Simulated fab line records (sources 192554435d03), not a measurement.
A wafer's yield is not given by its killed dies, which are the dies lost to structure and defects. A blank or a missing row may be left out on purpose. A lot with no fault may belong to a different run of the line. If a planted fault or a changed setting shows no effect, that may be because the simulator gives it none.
Comparing a struck lot with a sound one :: flow n5 finfet :: 15 steps out of a route of 1938
Sound: the wafers L630.2, L630.5, L630.6. Wafers struck: L625.5, L625.6. The cause is named last.
Per side, at each step with rows, come the tool, then ch with its chambers, and then its first start. Under that, the readings that differ: sound wafers :: struck wafers :: difference of the means :: sigmas: that difference in standard deviations of wafers without a fault.
alike: a reading whose means differ by less than 2 such deviations, as well as words and numbers matching on both sides. not compared: withheld readings; readings where some wafer has no value; bounds like >300 that might hide an equal value; numbers whose values overlap and for which the record gives no deviation.
A row with sigmas, a row that says differs or no value, or rows on one side alone: a step with any of these is where the two part. Numbers that have no deviation but don't overlap get no sigmas and don't part them. A reading that every wafer of one side lacks parts them only if that side has two wafers or more.

first, 7 steps without rows for these wafers: N5_MOL_CONTACT_COAG_COAT_64 (time 60 s, resist thk 10 nm); N5_MOL_CONTACT_COAG_COAT_34 (resist thk 40 nm); N5_MOL_CONTACT_COAG_EBR_36; N5_MOL_CONTACT_COAG_SOFTBAKE_35 (time 60 s); N5_MOL_CONTACT_COAG_EXPOSE_37 (exposes mask VD, defocus 0 nm); N5_MOL_CONTACT_COAG_PEB_38 (peb time 60 s); N5_MOL_CONTACT_COAG_DEVELOP_39 (develop time 30 s).
N5_MOL_CONTACT_COAG_CD_MEAS_40: target cd 25.1 nm.
  sound on cd sem-03 ch 0, day 10 17:59; struck on cd sem-01 ch 0, day 9 11:34
  alike: cd nm
N5_MOL_CONTACT_COAG_OVL_MEAS_41:
  sound on overlay-02 ch 0, day 10 18:01; struck on overlay-01 ch 0, day 9 11:37
  alike: VD_OVL
N5_MOL_CONTACT_COAG_INSPECT_42: inspects for defects (brightfield).
  struck on defect inspect-02, day 9 11:39; sound on defect inspect-02, day 10 18:04
reading: raw defect count
sound: 209 328 254
struck: 150 128
difference: -125
sigmas: -3
N5_MOL_CONTACT_COAG_DESCUM_45: chemistry O2, time 7 s.
  sound on rie diel-04 ch 0,2,3, day 10 18:13; struck on rie diel-02 ch 2,3, day 9 11:41
  alike: drypump motor current A, oes product au, rf vpp V, showerhead plenum p Torr, throttle valve pct
  not compared: rf hours counter h
N5_MOL_CONTACT_COAG_ETCH_65: etches underlayer in N2/H2, target depth 13 nm, time 10.4 s.
  sound on rie diel-04 ch 0,2,3, day 10 18:14; struck on rie diel-02 ch 2,3, day 9 11:43
reading: showerhead plenum p Torr (Torr)
sound: 2.39 2.47 2.43
struck: 2.63 2.53
difference: +0.15
sigmas: +2
  alike: bias w, drypump motor current A, etch rf on time s, oes product au, rf vpp V, throttle valve pct
  not compared: rf hours counter h
N5_MOL_CONTACT_COAG_ETCH_66: etches SiARC in CF4, target depth 13 nm, time 21.7 s.
  sound on rie diel-04 ch 0,2,3, day 10 18:16; struck on rie diel-02 ch 2,3, day 9 11:46
reading: etch rf on time s (s)
sound: 21.8 21.1 21.9
struck: 14.8 14.6
difference: -6.9
sigmas: -14

reading: oes product au (a.u.)
sound: 0.60 0.72 0.63
struck: 0.80 0.78
difference: +0.14
sigmas: +3

reading: showerhead plenum p Torr (Torr)
sound: 2.03 2.08 2.05
struck: 2.21 2.13
difference: +0.12
sigmas: +2
  alike: bias w, drypump motor current A, rf vpp V, throttle valve pct
  not compared: rf hours counter h
N5_MOL_CONTACT_COAG_ALD_133: deposits SiO2, target thk 5 nm, pulse time 1 s, co reactant pulse time 1 s.
  sound on ald sin-04 ch 0,1,2, day 10 18:20; struck on ald sin-03 ch 1,3, day 9 11:55
  alike: heater power w, precursor pulse height rel
-- here the record skips 3 days between the struck wafers' starts before and after, leaving off in module MOL_CONTACT_COAG and picking up in module BEOL_M4 (first step shown: number 1111 of the route) --
N5_BEOL_M4_RC_MEAS_101:
  sound on prober-01 ch 0, day 13 18:16; struck on prober-02 ch 0, day 12 10:02
  alike: DIBL_N, DIBL_P, IOFF_N, IOFF_P, ION_N, ION_P, SS_N, SS_P, VT_N, VT_P

## WHERE THEY PART
Earliest at N5_MOL_CONTACT_COAG_INSPECT_42; latest, in this record, at N5_MOL_CONTACT_COAG_ETCH_66. Later steps at which nothing parts them and some readings are alike: N5_MOL_CONTACT_COAG_ALD_133, N5_BEOL_M4_RC_MEAS_101.

WHY: the cause the simulator had injected
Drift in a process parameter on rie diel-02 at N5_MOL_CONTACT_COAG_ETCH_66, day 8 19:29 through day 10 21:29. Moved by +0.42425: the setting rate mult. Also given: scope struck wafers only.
